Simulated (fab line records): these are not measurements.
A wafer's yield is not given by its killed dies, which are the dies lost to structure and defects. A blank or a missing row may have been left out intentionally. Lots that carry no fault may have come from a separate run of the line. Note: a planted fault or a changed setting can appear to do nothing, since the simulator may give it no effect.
Problem report in the 8D (eight disciplines) form, filled by code    flow nand_harc    the parts of the form that need people (team, actions taken, sign-off) are left out

== 1. WHAT IS WRONG ==
thk_nm at NHARC_A_ONON_D2_THK_MEAS_18 reads a mean of 905 nm on 3 wafers of 3 lots; wafers without a fault read 999 nm with a standard deviation of 8.2. Measured from the usual mean, that is -11 standard deviations.
The step: measures by ellipsometry.
The first sign was on wafer L526.4 at day 19 14:16, on film_metro-02. The record holds 39 wafers of 14 lots with a number at this step. Rule for "out" (also "out of limits"): further than 4 standard deviations from the usual mean. All remaining wafers that have a number are taken as sound.

== 2. WHAT IT IS; WHAT IT IS NOT ==
question                     is                      is not
which readings at this step  thk_nm                  -
which lots                   L526, L528, L530        L510, L511, L512, L513, L515, L516, L517, L519, L521, L524, L533
which wafers of those lots   L526.4, L528.4, L530.4  L526.6, L528.6, L530.5
read on which gauges         film_metro-02           film_metro-01
when                         from day 19 14:16       up to then (31 sound wafers); but 5 sound wafers of L528, L530, L533 came after

== 3. THE SUSPECTS, EACH WITH WHAT RULES IT OUT ==
Counting: any tool at a process step up to the reading remains a suspect provided it ran every lot that is out. Sound lots after the first of them don't rule it out here, since some wafers of a struck lot are sound.
- the gauge at NHARC_A_ONON_D2_THK_MEAS_18 has been ruled out. All the wafers that are out were read on film_metro-02, but those of them that NHARC_END_SORT_01 has rows for are out there too, on other tools.
- pecvd_onon-03 at NHARC_A_ONON_D2_DEP_16 (target thk 1000 nm): kept. It ran every lot that is out, first L526 (day 19 13:55); its last sound lot up to then is L521 (day 17 03:11).
After counting, what remains is pecvd_onon-03 at NHARC_A_ONON_D2_DEP_16.

== 4. THE CAUSE (what the simulator had put in) ==
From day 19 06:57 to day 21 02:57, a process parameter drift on pecvd_onon-03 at NHARC_A_ONON_D2_DEP_16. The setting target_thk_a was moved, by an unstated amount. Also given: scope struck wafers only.
After counting, this tool was the only one left.

== 5. THE EFFECT CHAIN, in route order ==
Each row: a reading whose mean over the struck wafers that have a number lies more than 3 standard deviations from the usual. Readings are gone through only where the record gives a usual standard deviation; hours: the median, over the lots, of the time from a lot's start at the first step in this table giving one to that lot's start at this step; sigmas: the change measured in usual standard deviations.
hours  step                         reading          usual   on struck wafers  change  sigmas
0      NHARC_A_ONON_D2_THK_MEAS_18  thk_nm           999 nm  905               -94     -11
274    NHARC_END_SORT_01            killed_at_array  56      673               +617    +31
274    NHARC_END_SORT_01            killed_dies      60      677               +617    +31

== 6. WHAT WOULD HAVE CAUGHT IT SOONER ==
In this record the first reading out of limits at a measuring or inspecting step was taken at day 19 14:16, 7 hours after the fault began at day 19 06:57.
Tool readings at NHARC_A_ONON_D2_DEP_16 with a usual standard deviation given in the record: none out on any struck wafer, hence no alarm at a limit of 4 standard deviations on them.
Of the lots that are out (3), L528, L530 began NHARC_A_ONON_D2_DEP_16 on pecvd_onon-03 after day 19 14:16. A hold on the tool at that time would have spared those 2.
